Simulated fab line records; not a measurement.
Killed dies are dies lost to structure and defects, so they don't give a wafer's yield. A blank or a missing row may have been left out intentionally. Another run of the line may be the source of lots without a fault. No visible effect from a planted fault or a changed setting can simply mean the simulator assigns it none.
Which tool did it? / flow nand-harc / 42 wafers from 14 lots sampled at 4 of the route's 1302 steps

WHAT THE GAUGES READ, wafer by wafer
The record holds no reading of a measuring or inspecting step that can be judged against a usual standard deviation.

TOOL THAT RAN EACH LOT (tool first, then ch and the chambers of the sampled wafers, then the start)
lot=L854; NHARC_A_STAIRCASE_TRIM_202=rie-diel-05 ch 0,2, day 15 22:41 or earlier; NHARC_A_STAIRCASE_ETCH_203=rie-diel-05 ch 0,1, day 15 22:41 or earlier; NHARC_A_STAIRCASE_STRIP_205=plasma-asher-02 ch 0,1, day 15 22:41; NHARC_A_STAIRCASE_ETCH_230=rie-diel-12 ch 0,1,2, day 16 02:35
lot=L856; NHARC_A_STAIRCASE_TRIM_202=rie-diel-05 ch 0,1,2, day 16 22:05 or earlier; NHARC_A_STAIRCASE_ETCH_203=rie-diel-05 ch 0,1,2, day 16 22:05 or earlier; NHARC_A_STAIRCASE_STRIP_205=plasma-asher-01 ch 0,1, day 16 22:05; NHARC_A_STAIRCASE_ETCH_230=rie-diel-12 ch 0,1,3, day 17 00:56
lot=L858; NHARC_A_STAIRCASE_TRIM_202=rie-diel-09 ch 0,2,3, day 17 07:58 or earlier; NHARC_A_STAIRCASE_ETCH_203=rie-diel-09 ch 1,2,3, day 17 07:58 or earlier; NHARC_A_STAIRCASE_STRIP_205=plasma-asher-01 ch 0,1, day 17 07:58; NHARC_A_STAIRCASE_ETCH_230=rie-diel-12 ch 0,3, day 17 10:44
lot=L859; NHARC_A_STAIRCASE_TRIM_202=rie-diel-12 ch 0,1,2, day 18 06:47 or earlier; NHARC_A_STAIRCASE_ETCH_203=rie-diel-12 ch 0,1,3, day 18 06:47 or earlier; NHARC_A_STAIRCASE_STRIP_205=plasma-asher-02 ch 0,1, day 18 06:47; NHARC_A_STAIRCASE_ETCH_230=rie-diel-12 ch 0,2,3, day 18 09:37
lot=L860; NHARC_A_STAIRCASE_TRIM_202=rie-diel-12 ch 1,2,3, day 18 06:49 or earlier; NHARC_A_STAIRCASE_ETCH_203=rie-diel-12 ch 0,1,2, day 18 06:49 or earlier; NHARC_A_STAIRCASE_STRIP_205=plasma-asher-01 ch 0,1, day 18 06:49; NHARC_A_STAIRCASE_ETCH_230=rie-diel-12 ch 0,2,3, day 18 14:25
lot=L861; NHARC_A_STAIRCASE_TRIM_202=rie-diel-09 ch 0,1,2, day 18 17:58 or earlier; NHARC_A_STAIRCASE_ETCH_203=rie-diel-09 ch 0,2,3, day 18 17:58 or earlier; NHARC_A_STAIRCASE_STRIP_205=plasma-asher-02 ch 0,1, day 18 17:58; NHARC_A_STAIRCASE_ETCH_230=rie-diel-05 ch 0,2,3, day 18 20:41
lot=L862; NHARC_A_STAIRCASE_TRIM_202=rie-diel-12 ch 1,2, day 19 02:09 or earlier; NHARC_A_STAIRCASE_ETCH_203=rie-diel-12 ch 0,1,2, day 19 02:09 or earlier; NHARC_A_STAIRCASE_STRIP_205=plasma-asher-01 ch 0,1, day 19 02:09; NHARC_A_STAIRCASE_ETCH_230=rie-diel-12 ch 2,3, day 19 04:51
lot=L863; NHARC_A_STAIRCASE_TRIM_202=rie-diel-05 ch 0,1,3, day 19 15:52 or earlier; NHARC_A_STAIRCASE_ETCH_203=rie-diel-05 ch 1,2,3, day 19 15:52 or earlier; NHARC_A_STAIRCASE_STRIP_205=plasma-asher-01 ch 0,1, day 19 15:52; NHARC_A_STAIRCASE_ETCH_230=rie-diel-05 ch 0,1, day 19 18:45
lot=L866; NHARC_A_STAIRCASE_TRIM_202=rie-diel-12 ch 0,2,3, day 21 09:22 or earlier; NHARC_A_STAIRCASE_ETCH_203=rie-diel-12 ch 1,2, day 21 09:22 or earlier; NHARC_A_STAIRCASE_STRIP_205=plasma-asher-02 ch 0,1, day 21 09:22; NHARC_A_STAIRCASE_ETCH_230=rie-diel-12 ch 0,2, day 21 12:35
lot=L868; NHARC_A_STAIRCASE_TRIM_202=rie-diel-09 ch 0,1,2, day 22 10:12 or earlier; NHARC_A_STAIRCASE_ETCH_203=rie-diel-09 ch 0,1,2, day 22 10:12 or earlier; NHARC_A_STAIRCASE_STRIP_205=plasma-asher-01 ch 0,1, day 22 10:12; NHARC_A_STAIRCASE_ETCH_230=rie-diel-12 ch 0,1,2, day 22 13:14
lot=L870; NHARC_A_STAIRCASE_TRIM_202=rie-diel-12 ch 0,3, day 23 01:44 or earlier; NHARC_A_STAIRCASE_ETCH_203=rie-diel-12 ch 0,1,3, day 23 01:44 or earlier; NHARC_A_STAIRCASE_STRIP_205=plasma-asher-02 ch 0,1, day 23 01:44; NHARC_A_STAIRCASE_ETCH_230=rie-diel-12 ch 0,1,3, day 23 04:26
lot=L872; NHARC_A_STAIRCASE_TRIM_202=rie-diel-09 ch 1,2,3, day 23 17:33 or earlier; NHARC_A_STAIRCASE_ETCH_203=rie-diel-09 ch 0,2,3, day 23 17:33 or earlier; NHARC_A_STAIRCASE_STRIP_205=plasma-asher-02 ch 0,1, day 23 17:33; NHARC_A_STAIRCASE_ETCH_230=rie-diel-05 ch 1,2,3, day 23 20:22
lot=L873; NHARC_A_STAIRCASE_TRIM_202=rie-diel-12 ch 1,2,3, day 23 21:25 or earlier; NHARC_A_STAIRCASE_ETCH_203=rie-diel-12 ch 2,3, day 23 21:25 or earlier; NHARC_A_STAIRCASE_STRIP_205=plasma-asher-01 ch 0,1, day 23 21:25; NHARC_A_STAIRCASE_ETCH_230=rie-diel-12 ch 1,3, day 24 00:06
lot=L877; NHARC_A_STAIRCASE_TRIM_202=rie-diel-05 ch 1,2, day 26 00:53 or earlier; NHARC_A_STAIRCASE_ETCH_203=rie-diel-05 ch 1,3, day 26 00:53 or earlier; NHARC_A_STAIRCASE_STRIP_205=plasma-asher-02 ch 0,1, day 26 00:53; NHARC_A_STAIRCASE_ETCH_230=rie-diel-05 ch 1,3, day 26 03:53
- NHARC_A_STAIRCASE_TRIM_202: chemistry O2, time 211.2 s.
- NHARC_A_STAIRCASE_ETCH_203: etches the open film in C4F8/O2, target depth 100 nm, time 40.5 s.
- NHARC_A_STAIRCASE_STRIP_205: strips in O2.
- NHARC_A_STAIRCASE_ETCH_230: etches the open film in C4F8/O2, target depth 100 nm, time 40.5 s.

AS READ BY THE TOOLS THEMSELVES (means over the sampled wafers that have a number; for cases with no such wafer, the mark the record gives instead)
NHARC_A_STAIRCASE_TRIM_202.
lot=L854; tool=rie-diel-05; drypump-motor-current-A (A)=6.3; mfc-ar-sccm (sccm)=0.000; o2-flow-sccm (sccm)=499.7; oes-product-au (a.u.)=1.009; rf-vpp-V (V)=58.4; showerhead-plenum-p-Torr (Torr)=3.52; throttle-valve-pct (%)=17.038
lot=L856; tool=rie-diel-05; drypump-motor-current-A (A)=5.8; mfc-ar-sccm (sccm)=0.000; o2-flow-sccm (sccm)=502.2; oes-product-au (a.u.)=1.004; rf-vpp-V (V)=57.2; showerhead-plenum-p-Torr (Torr)=3.49; throttle-valve-pct (%)=17.027
lot=L858; tool=rie-diel-09; drypump-motor-current-A (A)=6.0; mfc-ar-sccm (sccm)=0.013; o2-flow-sccm (sccm)=500.0; oes-product-au (a.u.)=1.006; rf-vpp-V (V)=58.1; showerhead-plenum-p-Torr (Torr)=3.56; throttle-valve-pct (%)=17.040
lot=L859; tool=rie-diel-12; drypump-motor-current-A (A)=5.7; mfc-ar-sccm (sccm)=0.003; o2-flow-sccm (sccm)=499.2; oes-product-au (a.u.)=1.012; rf-vpp-V (V)=57.6; showerhead-plenum-p-Torr (Torr)=3.70; throttle-valve-pct (%)=17.033
lot=L860; tool=rie-diel-12; drypump-motor-current-A (A)=5.3; mfc-ar-sccm (sccm)=0.006; o2-flow-sccm (sccm)=500.1; oes-product-au (a.u.)=1.020; rf-vpp-V (V)=58.1; showerhead-plenum-p-Torr (Torr)=3.58; throttle-valve-pct (%)=17.033
lot=L861; tool=rie-diel-09; drypump-motor-current-A (A)=6.1; mfc-ar-sccm (sccm)=0.007; o2-flow-sccm (sccm)=499.3; oes-product-au (a.u.)=1.007; rf-vpp-V (V)=57.0; showerhead-plenum-p-Torr (Torr)=3.61; throttle-valve-pct (%)=17.043
lot=L862; tool=rie-diel-12; drypump-motor-current-A (A)=5.3; mfc-ar-sccm (sccm)=0.003; o2-flow-sccm (sccm)=501.0; oes-product-au (a.u.)=1.015; rf-vpp-V (V)=58.5; showerhead-plenum-p-Torr (Torr)=3.72; throttle-valve-pct (%)=17.039
lot=L863; tool=rie-diel-05; drypump-motor-current-A (A)=5.3; mfc-ar-sccm (sccm)=0.003; o2-flow-sccm (sccm)=499.1; oes-product-au (a.u.)=0.999; rf-vpp-V (V)=58.1; showerhead-plenum-p-Torr (Torr)=3.45; throttle-valve-pct (%)=17.037
lot=L866; tool=rie-diel-12; drypump-motor-current-A (A)=5.6; mfc-ar-sccm (sccm)=0.006; o2-flow-sccm (sccm)=499.7; oes-product-au (a.u.)=1.009; rf-vpp-V (V)=57.5; showerhead-plenum-p-Torr (Torr)=3.55; throttle-valve-pct (%)=17.031
lot=L868; tool=rie-diel-09; drypump-motor-current-A (A)=6.1; mfc-ar-sccm (sccm)=0.007; o2-flow-sccm (sccm)=500.2; oes-product-au (a.u.)=1.002; rf-vpp-V (V)=58.0; showerhead-plenum-p-Torr (Torr)=3.60; throttle-valve-pct (%)=17.039
lot=L870; tool=rie-diel-12; drypump-motor-current-A (A)=5.4; mfc-ar-sccm (sccm)=0.007; o2-flow-sccm (sccm)=499.8; oes-product-au (a.u.)=1.010; rf-vpp-V (V)=57.9; showerhead-plenum-p-Torr (Torr)=3.46; throttle-valve-pct (%)=17.038
lot=L872; tool=rie-diel-09; drypump-motor-current-A (A)=6.0; mfc-ar-sccm (sccm)=0.013; o2-flow-sccm (sccm)=500.0; oes-product-au (a.u.)=0.984; rf-vpp-V (V)=57.7; showerhead-plenum-p-Torr (Torr)=3.65; throttle-valve-pct (%)=17.044
lot=L873; tool=rie-diel-12; drypump-motor-current-A (A)=5.3; mfc-ar-sccm (sccm)=0.006; o2-flow-sccm (sccm)=499.5; oes-product-au (a.u.)=1.018; rf-vpp-V (V)=57.8; showerhead-plenum-p-Torr (Torr)=3.56; throttle-valve-pct (%)=17.040
lot=L877; tool=rie-diel-05; drypump-motor-current-A (A)=5.8; mfc-ar-sccm (sccm)=0.000; o2-flow-sccm (sccm)=499.8; oes-product-au (a.u.)=1.003; rf-vpp-V (V)=57.6; showerhead-plenum-p-Torr (Torr)=3.38; throttle-valve-pct (%)=17.029

NHARC_A_STAIRCASE_ETCH_203.
lot=L854; tool=rie-diel-05; oes-product-au (a.u.)=0.949; rf-fwd-power-W (W)=592.0; rf-vpp-V (V)=896
lot=L856; tool=rie-diel-05; oes-product-au (a.u.)=0.952; rf-fwd-power-W (W)=590.8; rf-vpp-V (V)=894
lot=L858; tool=rie-diel-09; oes-product-au (a.u.)=0.952; rf-fwd-power-W (W)=593.3; rf-vpp-V (V)=902
lot=L859; tool=rie-diel-12; oes-product-au (a.u.)=0.938; rf-fwd-power-W (W)=594.1; rf-vpp-V (V)=900
lot=L860; tool=rie-diel-12; oes-product-au (a.u.)=0.946; rf-fwd-power-W (W)=591.6; rf-vpp-V (V)=902
lot=L861; tool=rie-diel-09; oes-product-au (a.u.)=0.957; rf-fwd-power-W (W)=590.2; rf-vpp-V (V)=897
lot=L862; tool=rie-diel-12; oes-product-au (a.u.)=0.934; rf-fwd-power-W (W)=593.9; rf-vpp-V (V)=904
lot=L863; tool=rie-diel-05; oes-product-au (a.u.)=0.935; rf-fwd-power-W (W)=592.9; rf-vpp-V (V)=891
lot=L866; tool=rie-diel-12; oes-product-au (a.u.)=0.952; rf-fwd-power-W (W)=594.1; rf-vpp-V (V)=902
lot=L868; tool=rie-diel-09; oes-product-au (a.u.)=0.951; rf-fwd-power-W (W)=591.1; rf-vpp-V (V)=899
lot=L870; tool=rie-diel-12; oes-product-au (a.u.)=0.936; rf-fwd-power-W (W)=592.8; rf-vpp-V (V)=897
lot=L872; tool=rie-diel-09; oes-product-au (a.u.)=0.934; rf-fwd-power-W (W)=589.7; rf-vpp-V (V)=897
lot=L873; tool=rie-diel-12; oes-product-au (a.u.)=0.941; rf-fwd-power-W (W)=594.1; rf-vpp-V (V)=892
lot=L877; tool=rie-diel-05; oes-product-au (a.u.)=0.935; rf-fwd-power-W (W)=596.2; rf-vpp-V (V)=890

NHARC_A_STAIRCASE_STRIP_205.
lot=L854; tool=plasma-asher-02; drypump-motor-current-A (A)=5.7; heater-power-w (W)=303
lot=L856; tool=plasma-asher-01; drypump-motor-current-A (A)=5.8; heater-power-w (W)=357
lot=L858; tool=plasma-asher-01; drypump-motor-current-A (A)=5.6; heater-power-w (W)=366
lot=L859; tool=plasma-asher-02; drypump-motor-current-A (A)=5.5; heater-power-w (W)=299
lot=L860; tool=plasma-asher-01; drypump-motor-current-A (A)=5.8; heater-power-w (W)=357
lot=L861; tool=plasma-asher-02; drypump-motor-current-A (A)=5.5; heater-power-w (W)=301
lot=L862; tool=plasma-asher-01; drypump-motor-current-A (A)=5.9; heater-power-w (W)=359
lot=L863; tool=plasma-asher-01; drypump-motor-current-A (A)=5.8; heater-power-w (W)=355
lot=L866; tool=plasma-asher-02; drypump-motor-current-A (A)=5.5; heater-power-w (W)=293
lot=L868; tool=plasma-asher-01; drypump-motor-current-A (A)=5.6; heater-power-w (W)=363
lot=L870; tool=plasma-asher-02; drypump-motor-current-A (A)=5.8; heater-power-w (W)=306
lot=L872; tool=plasma-asher-02; drypump-motor-current-A (A)=5.5; heater-power-w (W)=298
lot=L873; tool=plasma-asher-01; drypump-motor-current-A (A)=5.6; heater-power-w (W)=387
lot=L877; tool=plasma-asher-02; drypump-motor-current-A (A)=5.8; heater-power-w (W)=308

NHARC_A_STAIRCASE_ETCH_230.
lot=L854; tool=rie-diel-12; oes-product-au (a.u.)=0.976; rf-fwd-power-W (W)=593.7; rf-vpp-V (V)=903
lot=L856; tool=rie-diel-12; oes-product-au (a.u.)=0.979; rf-fwd-power-W (W)=593.1; rf-vpp-V (V)=900
lot=L858; tool=rie-diel-12; oes-product-au (a.u.)=0.944; rf-fwd-power-W (W)=591.6; rf-vpp-V (V)=899
lot=L859; tool=rie-diel-12; oes-product-au (a.u.)=0.954; rf-fwd-power-W (W)=594.1; rf-vpp-V (V)=897
lot=L860; tool=rie-diel-12; oes-product-au (a.u.)=0.977; rf-fwd-power-W (W)=594.3; rf-vpp-V (V)=897
lot=L861; tool=rie-diel-05; oes-product-au (a.u.)=0.956; rf-fwd-power-W (W)=592.7; rf-vpp-V (V)=894
lot=L862; tool=rie-diel-12; oes-product-au (a.u.)=0.971; rf-fwd-power-W (W)=595.6; rf-vpp-V (V)=895
lot=L863; tool=rie-diel-05; oes-product-au (a.u.)=0.952; rf-fwd-power-W (W)=592.1; rf-vpp-V (V)=895
lot=L866; tool=rie-diel-12; oes-product-au (a.u.)=0.947; rf-fwd-power-W (W)=592.3; rf-vpp-V (V)=899
lot=L868; tool=rie-diel-12; oes-product-au (a.u.)=0.985; rf-fwd-power-W (W)=592.3; rf-vpp-V (V)=901
lot=L870; tool=rie-diel-12; oes-product-au (a.u.)=1.030; rf-fwd-power-W (W)=673.4; rf-vpp-V (V)=898
lot=L872; tool=rie-diel-05; oes-product-au (a.u.)=0.968; rf-fwd-power-W (W)=590.7; rf-vpp-V (V)=892
lot=L873; tool=rie-diel-12; oes-product-au (a.u.)=1.133; rf-fwd-power-W (W)=752.3; rf-vpp-V (V)=899
lot=L877; tool=rie-diel-05; oes-product-au (a.u.)=0.941; rf-fwd-power-W (W)=593.3; rf-vpp-V (V)=890

THE ANSWER, worked out from the rows above alone
Rule: the usual values come from the lots themselves. The widest of any qualifying gaps counts: lots, ordered by their means at a reading, are off when they make up no more than a third of the lots, leave a main group of 4 or more, and stand apart from it by 3 or more times the standard deviation of that group's means. A main group is skipped when, at the precision printed for the reading in the tables above, its means are all equal. A lot without any number at a reading at which 4 lots or more have one is off too. All remaining lots with rows at the step are treated as sound. First the gauges in route order, then the tools' own readings, where a lot's mean is used as printed above. At the first step where some lot is off, the reading lying furthest off is the one used; lots without a number count as furthest.
Off: L870, L873 (NHARC_A_STAIRCASE_ETCH_230, rf-fwd-power-W). Mean 593.0 W and standard deviation 1.3 in the main group.
If a tool, at that step or one of the process steps before it, ran each lot that is off and ran no sound lot following the first of them, it fits. Because NHARC_A_STAIRCASE_TRIM_202 lacks a start for some lots, the hours and order of its lots are taken from NHARC_A_STAIRCASE_STRIP_205. Because NHARC_A_STAIRCASE_ETCH_203 lacks a start for some lots, the hours and order of its lots are taken from NHARC_A_STAIRCASE_STRIP_205. One fits: NHARC_A_STAIRCASE_TRIM_202 and NHARC_A_STAIRCASE_ETCH_203 and NHARC_A_STAIRCASE_ETCH_230 on rie-diel-12. At NHARC_A_STAIRCASE_TRIM_202 its last sound lot is L866 (day 21 09:22), its first lot that is off L870 (day 23 01:44): a fault that began between those two fits.

WHAT THE SIMULATOR HAD INSERTED
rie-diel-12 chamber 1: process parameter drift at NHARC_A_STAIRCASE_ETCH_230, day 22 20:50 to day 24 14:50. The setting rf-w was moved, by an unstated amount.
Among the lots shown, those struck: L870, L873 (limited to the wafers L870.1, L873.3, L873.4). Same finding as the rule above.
